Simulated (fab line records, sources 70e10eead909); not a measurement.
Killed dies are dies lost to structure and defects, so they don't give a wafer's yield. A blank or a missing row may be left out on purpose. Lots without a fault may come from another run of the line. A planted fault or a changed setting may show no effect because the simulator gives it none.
Chamber matching | flow nand_harc | NHARC_A_STAIRCASE_DESCUM_252 on rie_diel-08: 4 sister chambers
The step chemistry O2, time 3 s. 8 wafers are shown with their chamber, then 12 later ones without.

WAFERS WITH THEIR CHAMBER
wafer  | chamber | showerhead_plenum_p_Torr (Torr) | oes_product_au (a.u.)
L082.1 | 0       | 2.07                            | 1.001
L082.6 | 0       | 2.07                            | 1.002
L081.1 | 2       | 1.93                            | 0.993
L085.3 | 1       | 1.86                            | 1.005
L085.5 | 3       | 2.05                            | 0.991
L087.1 | 3       | 2.04                            | 1.000
L087.2 | 2       | 1.92                            | 1.003
L087.3 | 1       | 1.86                            | 1.004

WAFERS WITHOUT THEIR CHAMBER
wafer  | showerhead_plenum_p_Torr (Torr) | oes_product_au (a.u.)
L088.1 | 2.04                            | 0.995
L088.4 | 1.85                            | 1.004
L088.5 | 1.85                            | 0.996
L091.1 | 1.92                            | 1.001
L091.5 | 2.06                            | 0.999
L091.6 | 1.85                            | 1.000
L095.1 | 1.91                            | 1.006
L095.3 | 2.03                            | 0.981
L095.4 | 1.91                            | 0.997
L093.2 | 1.91                            | 1.014
L093.4 | 2.05                            | 1.004
L093.6 | 2.03                            | 0.997

WHICH CHAMBER EACH WENT THROUGH
wafer  | from the rows above     | in truth
L088.1 | 3                       | 3
L088.4 | 1                       | 1
L088.5 | 1                       | 1
L091.1 | 2                       | 2
L091.5 | can't be placed: 0 or 3 | 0
L091.6 | 1                       | 1
L095.1 | 2                       | 2
L095.3 | 3                       | 3
L095.4 | 2                       | 2
L093.2 | 2                       | 2
L093.4 | can't be placed: 3 or 0 | 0
L093.6 | 3                       | 3
Placed correctly: 10 of 12. Can't be placed from these rows: 2 (the true chamber is among the candidates in 2). Placed wrongly: 0.
How it was worked out, from the rows above alone: a wafer's distance from a chamber is the root of the sum, over the readings, of the square of ((its reading less the chamber's mean) divided by the reading's scatter). The wafer belongs to the nearest chamber; if the next one is less than 2 further off, it can't be placed. A chamber's mean is the mean of its shown wafers. The scatter: the root of (the sum of the squares of (reading less its chamber's mean) over the shown wafers, divided by (wafers less chambers)).
